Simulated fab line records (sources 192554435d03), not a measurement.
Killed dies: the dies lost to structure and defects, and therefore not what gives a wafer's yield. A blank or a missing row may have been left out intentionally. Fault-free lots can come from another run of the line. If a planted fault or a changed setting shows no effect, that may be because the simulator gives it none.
What tool caused it?    flow n5-finfet    Sampling: 9 lots, 26 wafers, 6 of 1938 route steps

WHAT THE GAUGES READ, wafer by wafer
N5_BEOL_M4_RC_MEAS_101. Usual: DIBL_N 36.5 mV/V, standard deviation 2.1; DIBL_P 36.6 mV/V, standard deviation 2.6; IOFF_N 0.17 nA/um, standard deviation 0.044; IOFF_P 0.21 nA/um, standard deviation 0.048; ION_N 674 uA/um, standard deviation 17; ION_P 462 uA/um, standard deviation 9.5; SS_N 71.6 mV/dec, standard deviation 0.77; SS_P 73.5 mV/dec, standard deviation 0.72; VT_N 250 mV, standard deviation 4.2; VT_P -250 mV, standard deviation 3.9.
lot   measured      on         DIBL_N (mV/V)   DIBL_P (mV/V)   IOFF_N (nA/um)  IOFF_P (nA/um)  ION_N (uA/um)  ION_P (uA/um)  SS_N (mV/dec)   SS_P (mV/dec)   VT_N (mV)    VT_P (mV)       flag
L618  day 10 06:04  prober-01  41.7 34.2 40.5  40.4 32.3 40.5  0.31 0.13 0.29  0.35 0.19 0.34  707 678 703    476 467 475    73.8 70.7 72.2  74.9 72.7 74.8  241 251 241  -242 -250 -243  
L617  day 10 11:35  prober-02  37.2 40.6 39.5  37.7 42.3 40.8  0.14 0.24 0.20  0.20 0.28 0.25  667 706 685    462 478 465    71.1 72.4 72.2  73.0 74.4 74.3  253 241 248  -253 -245 -247  
L622  day 11 10:42  prober-02  35.6 36.0 32.7  36.7 35.2 32.9  0.16 0.15 0.11  0.20 0.17 0.16  667 651 653    461 445 454    71.5 72.3 70.0  73.4 73.0 73.2  247 253 254  -250 -253 -254  
L623  day 11 12:14  prober-01  36.6 36.9       35.0 35.7       0.16 0.18       0.21 0.22       691 697        467 473        71.0 71.7       73.7 73.7       253 249      -253 -250       
L621  day 11 17:02  prober-02  35.0 42.0 34.9  34.2 43.0 33.9  0.13 0.28 0.13  0.15 0.29 0.16  644 704 676    440 470 457    71.1 73.0 71.1  72.1 74.2 73.0  253 241 249  -258 -251 -253  
L624  day 12 06:16  prober-01  37.4 37.1 35.6  37.5 36.5 34.6  0.16 0.14 0.12  0.22 0.21 0.18  680 658 665    464 465 464    71.7 72.3 71.1  73.9 73.2 72.7  251 254 255  -249 -248 -251  
L626  day 13 12:01  prober-02  37.6 33.3 38.7  39.6 33.2 41.4  0.18 0.12 0.20  0.24 0.15 0.28  667 664 664    456 453 460    72.1 70.7 72.3  74.0 72.2 74.4  250 253 247  -249 -255 -250  
L634  day 14 19:44  prober-01  37.5 36.8 38.7  38.9 37.7 40.5  0.19 0.17 0.22  0.24 0.23 0.26  684 680 683    467 472 461    71.8 72.5 72.5  73.3 73.1 73.6  248 249 247  -251 -248 -246  
L637  day 15 13:25  prober-01  34.9 37.3 35.3  36.2 38.6 35.4  0.12 0.16 0.13  0.17 0.21 0.16  664 671 666    459 469 453    71.3 71.8 71.5  73.3 74.0 72.8  257 252 255  -256 -251 -258  

N5_BEOL_M7_THK_MEAS_53: measures by xrf. Usual: for M7_THK the level is 78.8 nm and the standard deviation is 2.6.
lot   measured      on             M7_THK (nm)      flag
L618  day 11 14:29  film-metro-01  82.9 77.2 80.8   
L617  day 11 21:47  film-metro-02  76.9 78.1 80.5   
L622  day 12 16:37  film-metro-02  74.1 74.8 76.9   
L623  day 12 16:14  film-metro-02  83.7 73.2        
L621  day 13 04:43  film-metro-02  76.5 77.8 81.2   
L624  day 13 11:47  film-metro-02  77.8 76.0 201.6  OFF
L626  day 14 21:23  film-metro-02  75.6 185.1 76.7  OFF
L634  day 16 05:34  film-metro-01  80.0 80.6 79.8   
L637  day 17 00:33  film-metro-01  80.6 75.0 80.8   

N5_BEOL_M7_INSPECT_58: inspects for defects (darkfield). Usual: raw-defect-count at 70, with a standard deviation of 23.
lot   measured      on                 raw-defect-count  flag
L618  day 11 14:38  defect-inspect-01  89 105 32         
L617  day 11 21:57  defect-inspect-02  63 63 78          
L622  day 12 16:46  defect-inspect-01  61 58 80          
L623  day 12 16:24  defect-inspect-01  55 45             
L621  day 13 04:53  defect-inspect-01  87 41 64          
L624  day 13 11:56  defect-inspect-01  44 88 1180        OFF
L626  day 14 21:36  defect-inspect-02  92 1216 77        OFF
L634  day 16 05:43  defect-inspect-02  76 120 57         
L637  day 17 00:43  defect-inspect-01  68 48 43          

WHICH TOOL RAN EACH LOT (tool, then ch and the chambers of the sampled wafers, then the start)
lot   N5_BEOL_M7_CURE_75             N5_BEOL_M7_SPUTTER_48         N5_BEOL_M7_CMP_52
L618  uv-cure-03 ch 1, day 11 11:27  pvd-sputter-02, day 11 13:41  cmp-04 ch 1,2,3, day 11 14:11
L617  uv-cure-02 ch 2, day 11 18:23  pvd-sputter-02, day 11 20:59  cmp-04 ch 0,1,2, day 11 21:34
L622  uv-cure-03 ch 0, day 12 13:13  pvd-sputter-01, day 12 15:48  cmp-02 ch 0,2,3, day 12 16:19
L623  uv-cure-03 ch 0, day 12 12:55  pvd-sputter-01, day 12 15:20  cmp-02 ch 1,3, day 12 16:04
L621  uv-cure-03 ch 2, day 13 01:30  pvd-sputter-01, day 13 03:53  cmp-03 ch 1,2,3, day 13 04:26
L624  uv-cure-02 ch 1, day 13 08:09  pvd-sputter-02, day 13 10:56  cmp-02 ch 0,1,2, day 13 11:32
L626  uv-cure-02 ch 0, day 14 18:55  pvd-sputter-01, day 14 20:21  cmp-02 ch 1,2, day 14 21:06
L634  uv-cure-03 ch 1, day 16 02:43  pvd-sputter-03, day 16 03:57  cmp-04 ch 0,1, day 16 05:18
L637  uv-cure-02 ch 2, day 16 17:56  pvd-sputter-03, day 16 23:45  cmp-03 ch 1,2, day 17 00:16
- N5_BEOL_M7_CURE_75: cures SiCOH lowk, time 120 s.
- N5_BEOL_M7_SPUTTER_48: material Cu, target thk 10 nm, time 1.667 s.
- N5_BEOL_M7_CMP_52: polishes, stops on SiCOH lowk, t overpolish 6.9 s, target thk 80 nm.

AS READ BY THE TOOLS THEMSELVES (means over the sampled wafers that have a number; for cases with no such wafer, the mark the record gives instead)
N5_BEOL_M7_CURE_75. Usual: lamp-power-pct 52.31 %, standard deviation 0.054; wafer_temp_C_max 371.4, standard deviation 0.52.
lot   tool        lamp-power-pct (%)  wafer_temp_C_max  flag
L618  uv-cure-03  52.29               371.4             
L617  uv-cure-02  52.28               371.5             
L622  uv-cure-03  52.31               371.1             
L623  uv-cure-03  52.27               371.0             
L621  uv-cure-03  52.29               371.1             
L624  uv-cure-02  52.32               370.9             
L626  uv-cure-02  52.26               372.5             
L634  uv-cure-03  52.31               371.7             
L637  uv-cure-02  52.33               371.6             

N5_BEOL_M7_SPUTTER_48. Usual: throttle-valve-pct at 29.6 %, with a standard deviation of 0.88.
lot   tool            throttle-valve-pct (%)  flag
L618  pvd-sputter-02  29.3                    
L617  pvd-sputter-02  30.1                    
L622  pvd-sputter-01  28.6                    
L623  pvd-sputter-01  29.5                    
L621  pvd-sputter-01  29.3                    
L624  pvd-sputter-02  30.2                    
L626  pvd-sputter-01  30.0                    
L634  pvd-sputter-03  30.0                    
L637  pvd-sputter-03  30.7                    

N5_BEOL_M7_CMP_52. Usual: barrier-field-endpoint-s 29.0 s, standard deviation 0.86; motor-current-A 6.3 A, standard deviation 0.69; overpolish-run-s 6.899 s, standard deviation 0.0095; time-to-endpoint-s 63 s, standard deviation 3.7.
lot   tool    barrier-field-endpoint-s (s)  motor-current-A (A)  overpolish-run-s (s)  time-to-endpoint-s (s)  flag
L618  cmp-04  29.2                          6.3                  6.906                 64                      
L617  cmp-04  29.6                          6.1                  6.897                 65                      
L622  cmp-02  28.3                          6.3                  6.891                 58                      
L623  cmp-02  28.9                          6.2                  6.900                 60                      
L621  cmp-03  28.5                          6.2                  6.903                 62                      
L624  cmp-02  35.1                          6.3                  4.624                 68                      OFF
L626  cmp-02  34.8                          5.6                  4.619                 67                      OFF
L634  cmp-04  28.8                          6.6                  6.897                 63                      
L637  cmp-03  29.0                          6.2                  6.898                 62                      

THE ANSWER, worked out from the rows above alone
Rule: lot off if the mean of its wafers having a number is beyond 3 standard deviations from the usual mean. A lot without any number at a reading at which 4 lots or more have one is off too. Any other lot the step has rows for is counted as sound. Order of review: gauges by route order, followed by the tools' own readings, for which a lot's mean as printed above is used. The first step at which some lot is off is used, and at that step the reading that is off furthest; a lot without a number counts as furthest.
Off: at N5_BEOL_M7_THK_MEAS_53 (M7_THK), L624, L626.
If a tool, at a process step before that reading, ran all the lots that are off and no sound lot after the first of them, it fits. Not tried: the gauges at N5_BEOL_M7_THK_MEAS_53; whatever is off there is also off at N5_BEOL_M7_INSPECT_58, on other tools, and gauge error can't account for it. One fits: N5_BEOL_M7_CMP_52 on cmp-02. A fault onset in the window from L622 (day 12 16:19, its last sound lot) to L624 (day 13 11:32, its first lot off) fits.
The tool's own readings at N5_BEOL_M7_CMP_52 bear it out: on the lots that are off they differ by more than 5 times the standard deviation of the sound lots' means. barrier-field-endpoint-s reads 35.0 s there against 28.9 s on the sound lots; overpolish-run-s reads 4.621 s there against 6.899 s on the sound lots.

WHAT WAS PUT IN BY THE SIMULATOR
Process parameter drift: cmp-02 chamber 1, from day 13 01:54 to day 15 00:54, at N5_BEOL_M7_CMP_52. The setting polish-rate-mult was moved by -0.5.
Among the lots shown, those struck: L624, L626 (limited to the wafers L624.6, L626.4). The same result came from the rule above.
